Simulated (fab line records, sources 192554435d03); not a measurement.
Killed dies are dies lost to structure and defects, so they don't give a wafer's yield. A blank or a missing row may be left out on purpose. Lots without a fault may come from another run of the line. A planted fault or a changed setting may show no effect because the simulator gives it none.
Chamber matching | flow n5_finfet | N5_BEOL_M8_ETCH_61 on rie_diel-05: 4 sister chambers
The step etches SiARC in CF4, target depth 45.5 nm, time 75.8 s. 16 wafers are shown with their chamber, then 8 later ones without.

WAFERS WITH THEIR CHAMBER
wafer  | chamber | drypump_motor_current_A (A) | showerhead_plenum_p_Torr (Torr) | throttle_valve_pct (%)
L075.1 | 1       | 5.7                         | 2.24                            | 15.77
L075.3 | 3       | 5.7                         | 2.25                            | 15.29
L075.5 | 3       | 5.7                         | 2.25                            | 15.29
L079.1 | 2       | 5.1                         | 2.20                            | 15.97
L079.3 | 1       | 5.7                         | 2.24                            | 15.80
L079.5 | 2       | 5.1                         | 2.20                            | 15.98
L081.1 | 2       | 5.1                         | 2.20                            | 15.97
L081.3 | 3       | 5.7                         | 2.25                            | 15.32
L081.5 | 1       | 5.8                         | 2.24                            | 15.79
L084.1 | 0       | 6.6                         | 2.10                            | 15.19
L084.5 | 0       | 6.6                         | 2.10                            | 15.20
L084.6 | 3       | 5.7                         | 2.24                            | 15.33
L087.2 | 0       | 6.6                         | 2.10                            | 15.20
L087.3 | 3       | 5.7                         | 2.24                            | 15.37
L087.5 | 1       | 5.8                         | 2.23                            | 15.83
L094.2 | 2       | 5.1                         | 2.19                            | 15.55

SIGNATURES (means of the wafers above)
reading                  | chamber 0 | chamber 1 | chamber 2 | chamber 3 | scatter within a chamber
drypump_motor_current_A  | 6.600     | 5.750     | 5.100     | 5.700     | 0.0289
showerhead_plenum_p_Torr | 2.1000    | 2.2375    | 2.1975    | 2.2460    | 0.00474
throttle_valve_pct       | 15.1967   | 15.7975   | 15.8675   | 15.3200   | 0.108
Rule: a wafer's distance from a chamber is the root of the sum, over the readings, of the square of ((its reading less the chamber's mean) divided by the reading's scatter). The wafer belongs to the nearest chamber; if the next one is less than 2 further off, it can't be placed. The scatter: the root of (the sum of the squares of (reading less its chamber's mean) over the shown wafers, divided by (wafers less chambers)).

WAFERS WITHOUT THEIR CHAMBER
wafer  | drypump_motor_current_A (A) | showerhead_plenum_p_Torr (Torr) | throttle_valve_pct (%)
L094.5 | 5.7                         | 2.24                            | 15.39
L094.6 | 5.1                         | 2.19                            | 15.55
L096.4 | 5.7                         | 2.24                            | 15.38
L096.5 | 5.1                         | 2.19                            | 15.56
L096.6 | 5.8                         | 2.23                            | 15.86
L097.1 | 5.7                         | 2.23                            | 15.40
L097.2 | 5.1                         | 2.19                            | 15.55
L097.6 | 6.6                         | 2.10                            | 15.25

WHICH CHAMBER EACH WENT THROUGH
wafer  | from the rows above     | in truth
L094.5 | 3                       | 3
L094.6 | 2                       | 2
L096.4 | 3                       | 3
L096.5 | 2                       | 2
L096.6 | 1                       | 1
L097.1 | can't be placed: 3 or 1 | 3
L097.2 | 2                       | 2
L097.6 | 0                       | 0
Placed correctly: 7 of 8. Can't be placed from these rows: 1 (the true chamber is among the candidates in 1). Placed wrongly: 0.
